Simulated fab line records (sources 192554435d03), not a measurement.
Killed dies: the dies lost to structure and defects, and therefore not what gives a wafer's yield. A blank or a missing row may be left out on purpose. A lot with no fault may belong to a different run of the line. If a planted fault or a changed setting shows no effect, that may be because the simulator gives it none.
Matching of chambers    flow n5_finfet    4 sister chambers for N5_BEOL_M5_ALD_86 on ald_metal-04
The step deposits TaN, pulse time 2 s, purge time 3 s, co reactant purge time 2 s. 8 wafers are shown with their chamber, then 8 later ones without.

== EACH WAFER AND ITS CHAMBER ==
wafer   chamber  heater_power_w (W)
L080.3  3        455
L080.6  3        460
L087.2  1        376
L087.5  0        481
L090.1  2        429
L090.5  1        385
L090.6  2        426
L094.2  0        476

== WAFERS MISSING THEIR CHAMBER ==
wafer   heater_power_w (W)
L094.5  362
L094.6  463
L093.3  482
L093.5  454
L093.6  437
L095.1  482
L095.2  383
L095.4  422

== WHICH CHAMBER EACH WENT THROUGH ==
wafer    from the rows above   in truth
L094.5   1                     1
L094.6   3                     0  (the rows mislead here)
L093.3   0                     0
L093.5   3                     3
L093.6   2                     2
L095.1   0                     0
L095.2   1                     1
L095.4   2                     2
Correctly placed: 7 of 8. From these rows, 0 cannot be placed. Placed wrongly: 1.
How it was worked out, from the rows above alone: a wafer's distance from a chamber is the root of the sum, over the readings, of the square of ((its reading less the chamber's mean) divided by the reading's scatter). The wafer belongs to the nearest chamber; if the next one is less than 2 further off, it can't be placed. Each chamber's mean is taken over the wafers shown for it. The scatter is the square root of a quotient: the sum, over the shown wafers, of each reading's squared deviation from its chamber's mean, divided by wafers minus chambers.
